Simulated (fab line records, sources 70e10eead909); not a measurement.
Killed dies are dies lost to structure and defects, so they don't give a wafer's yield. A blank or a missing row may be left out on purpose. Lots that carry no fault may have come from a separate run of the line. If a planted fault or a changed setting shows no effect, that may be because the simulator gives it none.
Which of the tools did it? ; flow nand_harc ; Sampling: 11 lots, 33 wafers, 5 of 1302 route steps

WHAT THE GAUGES SHOWED, per wafer
NHARC_A_CHANNEL_HOLE_D2_INSPECT_40. Usual: 261 for raw_defect_count, sd 64.
lot;measured;on;raw_defect_count;flag
L313;day 14 09:32;defect_inspect-01;226 324 292;
L315;day 14 13:41;defect_inspect-01;240 344 309;
L317;day 15 07:18;defect_inspect-02;247 424 291;
L318;day 15 07:26;defect_inspect-01;226 332 217;
L325;day 18 04:29;defect_inspect-02;220 273 214;
L324;day 18 05:21;defect_inspect-02;169 203 193;
L326;day 19 08:46;defect_inspect-01;251 231 203;
L330;day 20 06:07;defect_inspect-01;205 211 167;
L331;day 20 15:44;defect_inspect-01;403 254 273;
L333;day 21 17:40;defect_inspect-01;220 228 285;
L335;day 22 10:48;defect_inspect-02;182 179 319;

NHARC_END_SORT_01. Usual: killed_at_array 52, standard deviation 16; killed_at_other 0.8, standard deviation 0.98; killed_at_periphery 4.2, standard deviation 2.9; killed_dies 57, standard deviation 16; killed_open 3.3, standard deviation 1.9; killed_short 2.5, standard deviation 1.5.
lot;measured;on;killed_at_array;killed_at_other;killed_at_periphery;killed_dies;killed_open;killed_short;flag
L325;day 28 19:52;prober-01;671 676 675;1 0 0;5 1 2;677 677 677;6 4 5;4 3 1;OFF
L324;day 28 23:06;prober-02;666 669 663;1 2 1;10 6 13;677 677 677;5 0 7;4 2 5;OFF

WHAT TOOL EACH LOT RAN ON (gives the tool, then ch and the chambers of the sampled wafers, and finally the start)
lot;NHARC_A_CHANNEL_HOLE_D2_ETCH_26;NHARC_A_CHANNEL_HOLE_D2_ETCH_27;NHARC_A_CHANNEL_FILL_D2_ETCHBACK_19
L313;har_etch-02 ch 1, day 14 07:25;har_etch-02 ch 1, day 14 07:47;rie_si-05 ch 1,2, day 15 10:05
L315;har_etch-02 ch 0,1, day 14 11:50;har_etch-02 ch 0,1, day 14 12:01;rie_si-05 ch 0,1, day 15 13:56
L317;har_etch-02 ch 0,1, day 15 05:22;har_etch-02 ch 0,1, day 15 05:34;rie_si-05 ch 0,1,2, day 16 09:47
L318;har_etch-01 ch 0,1, day 15 05:33;har_etch-01 ch 0,1, day 15 05:45;rie_si-02 ch 1,2,3, day 16 09:49
L325;har_etch-02 ch 0,1, day 18 02:25;har_etch-02 ch 0,1, day 18 02:37;rie_si-06 ch 0,1, day 19 06:51
L324;har_etch-01 ch 0,1, day 18 03:26;har_etch-01 ch 0,1, day 18 03:38;rie_si-05 ch 0,2,3, day 19 06:51
L326;har_etch-01 ch 0,1, day 19 06:46;har_etch-01 ch 0,1, day 19 06:57;rie_si-05 ch 0,1,3, day 20 08:28
L330;har_etch-01 ch 1, day 20 04:12;har_etch-01 ch 1, day 20 04:24;rie_si-06 ch 0,3, day 21 05:20
L331;har_etch-02 ch 0,1, day 20 13:50;har_etch-02 ch 0,1, day 20 14:02;rie_si-06 ch 0,1,3, day 21 16:10
L333;har_etch-02 ch 0,1, day 21 15:44;har_etch-02 ch 0,1, day 21 15:56;rie_si-05 ch 1,2, day 22 17:59
L335;har_etch-02 ch 0,1, day 22 08:53;har_etch-02 ch 0,1, day 22 09:05;rie_si-02 ch 1,2, day 23 12:21
- NHARC_A_CHANNEL_HOLE_D2_ETCH_26: etches the open film in C4F8/O2/Ar, time 224.1 s, target depth 300 nm.
- NHARC_A_CHANNEL_HOLE_D2_ETCH_27: etches the open film in C4F8/O2/Ar, time 90 s, target depth 400 nm.
- NHARC_A_CHANNEL_FILL_D2_ETCHBACK_19: etches the open film in HBr/Cl2, target depth 5 nm, time 1.7 s.

WHAT THE TOOLS THEMSELVES READ (means of the sampled wafers that have a number; where no wafer has one, the mark that the record gives instead)
NHARC_A_CHANNEL_HOLE_D2_ETCH_26. Usual: bias_v 300.0 V, standard deviation 2.9; drypump_motor_current_A 6.1 A, standard deviation 0.38; he_backside_leak_sccm 5.5 sccm, standard deviation 0.72; showerhead_plenum_p_Torr 3.77 Torr, standard deviation 0.12; throttle_valve_pct 24.584 %, standard deviation 0.0087.
lot;tool;bias_v (V);drypump_motor_current_A (A);he_backside_leak_sccm (sccm);showerhead_plenum_p_Torr (Torr);throttle_valve_pct (%);flag
L313;har_etch-02;298.9;5.9;4.7;3.78;24.587;
L315;har_etch-02;300.3;5.8;5.6;3.85;24.579;
L317;har_etch-02;299.6;5.8;5.7;3.84;24.587;
L318;har_etch-01;299.7;6.5;5.5;3.68;24.586;
L325;har_etch-02;299.8;5.7;5.3;3.89;24.588;
L324;har_etch-01;303.0;6.5;5.7;3.67;24.582;
L326;har_etch-01;301.0;6.5;5.8;3.64;24.587;
L330;har_etch-01;299.5;6.6;5.8;3.61;24.592;
L331;har_etch-02;301.8;5.8;5.1;3.80;24.592;
L333;har_etch-02;300.3;5.7;5.4;3.86;24.584;
L335;har_etch-02;295.5;5.8;5.0;3.78;24.586;

NHARC_A_CHANNEL_HOLE_D2_ETCH_27. Usual: bias_v 400 V, standard deviation 4; drypump_motor_current_A 6.1 A, standard deviation 0.38; he_backside_leak_sccm 5.5 sccm, standard deviation 0.68; rf_fwd_power_W 1986 W, standard deviation 8.2; showerhead_plenum_p_Torr 3.76 Torr, standard deviation 0.12; throttle_valve_pct 27.619 %, standard deviation 0.0095.
lot;tool;bias_v (V);drypump_motor_current_A (A);he_backside_leak_sccm (sccm);rf_fwd_power_W (W);showerhead_plenum_p_Torr (Torr);throttle_valve_pct (%);flag
L313;har_etch-02;400;5.9;4.5;1979;3.77;27.628;
L315;har_etch-02;400;5.8;5.3;1989;3.84;27.625;
L317;har_etch-02;397;5.8;5.3;1985;3.83;27.619;
L318;har_etch-01;397;6.5;5.5;1983;3.67;27.615;
L325;har_etch-02;400;5.7;5.4;1986;3.88;27.629;
L324;har_etch-01;402;6.5;5.6;1988;3.67;27.622;
L326;har_etch-01;400;6.5;5.6;1994;3.64;27.613;
L330;har_etch-01;400;6.6;6.1;1995;3.60;27.624;
L331;har_etch-02;400;5.8;4.9;1978;3.79;27.622;
L333;har_etch-02;400;5.7;5.5;1992;3.85;27.614;
L335;har_etch-02;400;5.8;5.4;1984;3.78;27.619;

NHARC_A_CHANNEL_FILL_D2_ETCHBACK_19. Usual: bias_w 100.0 W, standard deviation 0.31; chamber_pressure_mTorr 14.999 mTorr, standard deviation 0.013; drypump_motor_current_A 5.8 A, standard deviation 0.4; he_backside_leak_sccm 2.62 sccm, standard deviation 0.25; oes_product_au 1.001 a.u., standard deviation 0.011; rf_fwd_power_W 390.2 W, standard deviation 1.2; throttle_valve_pct 26.406 %, standard deviation 0.0083.
lot;tool;bias_w (W);chamber_pressure_mTorr (mTorr);drypump_motor_current_A (A);he_backside_leak_sccm (sccm);oes_product_au (a.u.);rf_fwd_power_W (W);throttle_valve_pct (%);flag
L313;rie_si-05;99.7;14.999;5.9;2.64;0.989;389.7;26.408;
L315;rie_si-05;100.0;14.996;6.2;2.65;0.985;389.2;26.404;
L317;rie_si-05;99.8;15.002;6.1;2.79;0.993;389.9;26.402;
L318;rie_si-02;100.0;15.006;5.6;2.68;0.999;390.2;26.400;
L325;rie_si-06;-;-;-;-;-;-;-;OFF
L324;rie_si-05;-;-;-;-;-;-;-;OFF
L326;rie_si-05;99.9;14.998;5.9;2.80;0.994;388.9;26.410;
L330;rie_si-06;99.9;15.014;6.2;2.50;1.010;391.1;26.408;
L331;rie_si-06;99.8;14.996;6.0;2.22;1.001;390.6;26.404;
L333;rie_si-05;99.9;15.000;5.9;2.55;0.995;390.2;26.411;
L335;rie_si-02;99.9;14.990;5.4;2.76;0.997;389.0;26.411;

THE ANSWER, worked out from the rows above alone
Rule: a lot is off if the mean of its wafers that have a number lies more than 3 standard deviations from the usual mean. Also off: a lot with no number at a reading for which 4 or more lots have one. Any other lot the step has rows for is counted as sound. Order of review: gauges by route order, followed by the tools' own readings, for which a lot's mean as printed above is used. The first step at which some lot is off is used, and at that step the reading that is off furthest; a lot without a number counts as furthest.
Off: L325, L324 (NHARC_END_SORT_01, killed_at_array). Neither off nor sound, because the step has no rows for them: L313, L315, L317, L318, L326, L330, L331, L333, L335.
A tool fits if, at a process step before that reading, it ran every lot that is off, and no sound lot after the first of them. The gauges at NHARC_END_SORT_01 aren't tried: what is off there is off at NHARC_A_CHANNEL_FILL_D2_ETCHBACK_19 too, on other tools, and a gauge's error can't cause that. None of those tried fits.

WHAT THE SIMULATOR PUT IN
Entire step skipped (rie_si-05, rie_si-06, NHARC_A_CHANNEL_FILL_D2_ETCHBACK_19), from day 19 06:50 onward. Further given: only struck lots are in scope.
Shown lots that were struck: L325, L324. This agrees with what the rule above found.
